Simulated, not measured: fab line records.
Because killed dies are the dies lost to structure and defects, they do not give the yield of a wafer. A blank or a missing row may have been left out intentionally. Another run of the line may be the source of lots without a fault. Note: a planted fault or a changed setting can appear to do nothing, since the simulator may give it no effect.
3 desks, one fault | flow n5_finfet | every desk sees just its own numbers, and what lay behind them comes last

## THE DEFECT DESK
Lot by lot, what the route's inspections counted, given as the mean of those sampled wafers with a number. Any lot whose mean is over 4 standard deviations away from the usual mean is out of limits and marked OUT; that distance is given in the brackets.
Columns: A = raw_defect_count at N5_BEOL_M3_INSPECT_59, usual 76
lot  | first seen here | A
L520 | day 7 07:55     | 47
L521 | day 7 09:09     | 47
L522 | day 7 18:36     | 89
L523 | day 8 02:18     | 49
L528 | day 9 10:30     | 86
L532 | day 11 01:21    | 96
L534 | day 11 03:11    | 54
L535 | day 11 19:31    | 106
L541 | day 12 15:09    | 61
L542 | day 13 21:52    | 62
This desk found nothing out of limits on any of the 10 lots.

## THE TOOL OWNER'S DESK: cmp-04
The tool's own readings at N5_BEOL_M3_CMP_52 (polishes, stops on SiOC, t overpolish 6.8 s, target thk 40 nm): means of the sampled wafers that have a number, for each lot that ran on this tool. Any lot whose mean is over 4 standard deviations away from the usual mean is out of limits and marked OUT; that distance is given in the brackets.
Columns: A = barrier_field_endpoint_s at N5_BEOL_M3_CMP_52, usual 24.8 s; B = motor_current_A at N5_BEOL_M3_CMP_52, usual 6.2 A; C = overpolish_run_s at N5_BEOL_M3_CMP_52, usual 6.800 s; D = slurry_flow_ml_min at N5_BEOL_M3_CMP_52, usual 150.0; E = time_to_endpoint_s at N5_BEOL_M3_CMP_52, usual 63 s
lot  | first seen here | A              | B   | C     | D     | E
L521 | day 7 08:37     | 24.5           | 6.4 | 6.793 | 149.5 | 63
L523 | day 8 01:45     | 24.6           | 6.3 | 6.805 | 150.1 | 65
L528 | day 9 09:55     | 17.7 (-10) OUT | 6.0 | 6.794 | 149.8 | 44 (-4.8) OUT
This desk's verdict: out of limits on L528, starting with L528 at day 9 09:55 (barrier_field_endpoint_s at N5_BEOL_M3_CMP_52). In limits: L521, L523.

## AT THE METROLOGY DESK
What the gauges read, lot by lot, whatever tool the lot ran on: means of the sampled wafers that have a number. Any lot whose mean is over 4 standard deviations away from the usual mean is out of limits and marked OUT; that distance is given in the brackets. Shown here are 7 of its 10 readings, the ones lying furthest out on some lot.
Columns: A = DIBL_N at N5_BEOL_M4_RC_MEAS_101, usual 36.2 mV/V; B = DIBL_P at N5_BEOL_M4_RC_MEAS_101, usual 36.5 mV/V; C = IOFF_N at N5_BEOL_M4_RC_MEAS_101, usual 0.158 nA/um; D = IOFF_P at N5_BEOL_M4_RC_MEAS_101, usual 0.21 nA/um; E = ION_P at N5_BEOL_M4_RC_MEAS_101, usual 464 uA/um; F = VT_N at N5_BEOL_M4_RC_MEAS_101, usual 250.4 mV; G = VT_P at N5_BEOL_M4_RC_MEAS_101, usual -250 mV
lot  | first seen here | A    | B    | C     | D    | E   | F     | G
L521 | day 7 20:24     | 37.5 | 38.0 | 0.172 | 0.25 | 471 | 250.1 | -247
L520 | day 7 23:20     | 35.8 | 37.4 | 0.161 | 0.23 | 463 | 251.5 | -249
L522 | day 8 02:20     | 34.5 | 34.4 | 0.128 | 0.17 | 456 | 253.5 | -254
L523 | day 8 17:38     | 37.3 | 36.5 | 0.158 | 0.21 | 460 | 253.2 | -252
L528 | day 9 20:32     | 37.8 | 36.6 | 0.165 | 0.18 | 447 | 250.9 | -257
L532 | day 11 11:46    | 35.9 | 35.6 | 0.152 | 0.18 | 453 | 249.5 | -253
L534 | day 11 15:15    | 38.0 | 39.2 | 0.196 | 0.29 | 476 | 245.0 | -242
L535 | day 12 11:15    | 36.7 | 37.1 | 0.166 | 0.22 | 465 | 250.1 | -250
L541 | day 13 14:35    | 36.0 | 36.8 | 0.166 | 0.20 | 461 | 248.2 | -252
L542 | day 14 08:34    | 34.0 | 34.2 | 0.135 | 0.21 | 471 | 251.0 | -249
This desk found nothing out of limits on any of the 10 lots.

## TAKEN TOGETHER
An alarm could have come from the tool owner's desk at day 9 09:55, on L528.
The defect desk saw nothing out of limits.
From the metrology desk's view, nothing was out of limits.
The defect desk has L528 on record, within its limits.
The metrology desk holds a record of L528, inside its limits.
N5_BEOL_M3_CMP_52 was run on cmp-04 by each of the lots named.

## WHAT THE SIMULATOR PUT IN
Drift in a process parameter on cmp-04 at N5_BEOL_M3_CMP_52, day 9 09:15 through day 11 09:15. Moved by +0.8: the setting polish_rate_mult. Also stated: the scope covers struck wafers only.
Shown lots that were struck: L528.
How many hours passed from the start of the fault until each desk's first out-of-limits reading: the tool owner's desk, 1.
